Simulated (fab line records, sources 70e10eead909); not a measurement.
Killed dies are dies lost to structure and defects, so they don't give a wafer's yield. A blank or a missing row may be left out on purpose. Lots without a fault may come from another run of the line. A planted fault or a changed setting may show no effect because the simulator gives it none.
Chamber matching | flow nand_harc | NHARC_P_GATE_DESCUM_13 on rie_diel-10: 4 sister chambers
The step chemistry O2, time 3 s. 24 wafers are shown with their chamber, then 12 later ones without.

WAFERS WITH THEIR CHAMBER
wafer  | chamber | drypump_motor_current_A (A) | oes_product_au (a.u.) | rf_vpp_V (V)
L075.2 | 1       | 5.3                         | 0.992                 | 57.8
L075.5 | 1       | 5.3                         | 0.997                 | 58.3
L075.6 | 0       | 5.3                         | 0.996                 | 57.4
L076.1 | 2       | 5.4                         | 1.003                 | 58.6
L076.3 | 1       | 5.4                         | 0.984                 | 58.5
L076.5 | 1       | 5.3                         | 0.987                 | 57.6
L077.2 | 3       | 5.4                         | 0.988                 | 58.4
L077.5 | 2       | 5.4                         | 1.010                 | 57.8
L077.6 | 3       | 5.4                         | 0.987                 | 58.2
L080.1 | 0       | 5.2                         | 0.989                 | 57.9
L080.2 | 2       | 5.4                         | 1.007                 | 58.1
L080.6 | 3       | 5.4                         | 0.980                 | 56.7
L082.1 | 2       | 5.4                         | 1.011                 | 58.2
L082.4 | 3       | 5.4                         | 0.996                 | 58.2
L082.5 | 3       | 5.5                         | 0.994                 | 59.7
L083.1 | 2       | 5.4                         | 1.032                 | 58.7
L083.3 | 1       | 5.4                         | 1.001                 | 58.9
L083.6 | 2       | 5.4                         | 1.024                 | 58.1
L084.3 | 0       | 5.2                         | 1.002                 | 58.8
L084.5 | 2       | 5.4                         | 1.015                 | 59.1
L084.6 | 1       | 5.3                         | 0.994                 | 57.4
L086.1 | 0       | 5.3                         | 1.000                 | 57.3
L086.2 | 1       | 5.3                         | 0.986                 | 59.5
L086.6 | 1       | 5.3                         | 0.990                 | 56.9

SIGNATURES (means of the wafers above)
reading                 | chamber 0 | chamber 1 | chamber 2 | chamber 3 | scatter within a chamber
drypump_motor_current_A | 5.250     | 5.325     | 5.400     | 5.420     | 0.0406
oes_product_au          | 0.99675   | 0.99138   | 1.01457   | 0.98900   | 0.00746
rf_vpp_V                | 57.850    | 58.112    | 58.371    | 58.240    | 0.781
Rule: a wafer's distance from a chamber is the root of the sum, over the readings, of the square of ((its reading less the chamber's mean) divided by the reading's scatter). The wafer belongs to the nearest chamber; if the next one is less than 2 further off, it can't be placed. The scatter: the root of (the sum of the squares of (reading less its chamber's mean) over the shown wafers, divided by (wafers less chambers)).

WAFERS WITHOUT THEIR CHAMBER
wafer  | drypump_motor_current_A (A) | oes_product_au (a.u.) | rf_vpp_V (V)
L087.2 | 5.2                         | 0.995                 | 58.7
L087.5 | 5.3                         | 0.985                 | 58.3
L087.6 | 5.3                         | 0.997                 | 57.7
L092.1 | 5.2                         | 0.995                 | 57.3
L092.5 | 5.4                         | 1.008                 | 60.1
L092.6 | 5.3                         | 0.988                 | 57.6
L096.3 | 5.4                         | 0.988                 | 58.5
L096.4 | 5.3                         | 0.991                 | 57.2
L096.5 | 5.2                         | 1.017                 | 60.3
L097.1 | 5.4                         | 1.003                 | 57.4
L097.5 | 5.3                         | 1.000                 | 55.6
L097.6 | 5.3                         | 0.994                 | 58.8

WHICH CHAMBER EACH WENT THROUGH
wafer  | from the rows above               | in truth
L087.2 | can't be placed: 0 or 1           | 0
L087.5 | can't be placed: 1 or 0 or 3      | 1
L087.6 | can't be placed: 1 or 0           | 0
L092.1 | can't be placed: 0 or 1           | 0
L092.5 | can't be placed: 2 or 3 or 1      | 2
L092.6 | can't be placed: 1 or 0           | 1
L096.3 | can't be placed: 3 or 1           | 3
L096.4 | can't be placed: 1 or 0 or 3      | 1
L096.5 | can't be placed: 0 or 1 or 2      | 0
L097.1 | can't be placed: 2 or 3 or 1 or 0 | 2
L097.5 | can't be placed: 0 or 1 or 3 or 2 | 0
L097.6 | can't be placed: 1 or 0 or 3      | 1
Placed correctly: 0 of 12. Can't be placed from these rows: 12 (the true chamber is among the candidates in 12). Placed wrongly: 0.
